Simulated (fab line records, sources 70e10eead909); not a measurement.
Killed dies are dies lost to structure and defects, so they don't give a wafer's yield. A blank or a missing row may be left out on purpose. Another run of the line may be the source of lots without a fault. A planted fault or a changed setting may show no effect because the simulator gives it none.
8D (eight disciplines) problem report, filled in by code    flow nand_harc    the parts of the form that need people (team, actions taken, sign-off) are left out

1. WHAT IS WRONG
plate_temp_C at NHARC_P_STI_SOFTBAKE_04 reads a mean of 128.57 C on 6 wafers of 2 lots; wafers without a fault read 124.97 C with a standard deviation of 0.14. That puts it +26 standard deviations away from the usual mean.
The step: time 70 s.
The first sign was on wafer L132.3 at day 9 20:00, on litho_track-03. At this step, 36 wafers from 12 lots have a number in the record. The rule behind "out" and "out of limits": a value lying over 4 standard deviations away from the usual mean. Any other wafer with a number is counted as sound.

2. WHAT IT IS AND WHAT IT IS NOT
question                     is                                  is not
which readings at this step  plate_temp_C, heater_power_total_W  chill_plate_temp_C
which lots                   L132, L134                          L117, L118, L119, L120, L121, L123, L125, L126, L128, L133
which wafers of those lots   all that have a number              -
read on which tools          litho_track-03                      litho_track-02, litho_track-05
when                         from day 9 20:00                    up to then (27 sound wafers); but 3 sound wafers of L133 came after

3. SUSPECTS, AND WHAT RULES EACH OUT
Counting: a tool at a process step up to the reading stays a suspect if it ran every lot that is out and no sound lot after the first of them.
- litho_track-03 at NHARC_P_STI_SOFTBAKE_04 (time 70 s): kept. Every lot that is out went through it, starting with L132 (day 9 20:00), and after that it ran no sound lot; the last sound lot it ran before then is L128 (day 8 05:00). Its own heater_power_total_W, plate_temp_C readings are out on those wafers.
The count leaves litho_track-03 at NHARC_P_STI_SOFTBAKE_04.

4. THE CAUSE (what the simulator had put in)
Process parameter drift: litho_track-03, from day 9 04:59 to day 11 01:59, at NHARC_P_STI_SOFTBAKE_04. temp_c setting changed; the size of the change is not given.
Only this tool survived the counting.

5. THE CHAIN OF EFFECTS, in route order
Rows list readings where the struck wafers' mean (over those with a number) sits beyond 3 standard deviations from the usual. Only readings for which the record gives a usual standard deviation are gone through. hours: the time from each lot's start at the first step in this table that gives one to its start at this step, as a median over the lots. sigmas: the change in usual standard deviations.
hours  step                     reading               usual     on struck wafers  change  sigmas
0      NHARC_P_STI_SOFTBAKE_04  heater_power_total_W  200.6 W   208.3             +7.7    +6.4
0      NHARC_P_STI_SOFTBAKE_04  plate_temp_C          124.97 C  128.57            +3.60   +26
Its process steps:
- NHARC_P_STI_SOFTBAKE_04: time 70 s.

6. HOW IT WOULD HAVE BEEN CAUGHT EARLIER
15 hours passed between the start of the fault at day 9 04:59 and the first reading out of limits in this record, taken at day 9 20:00.
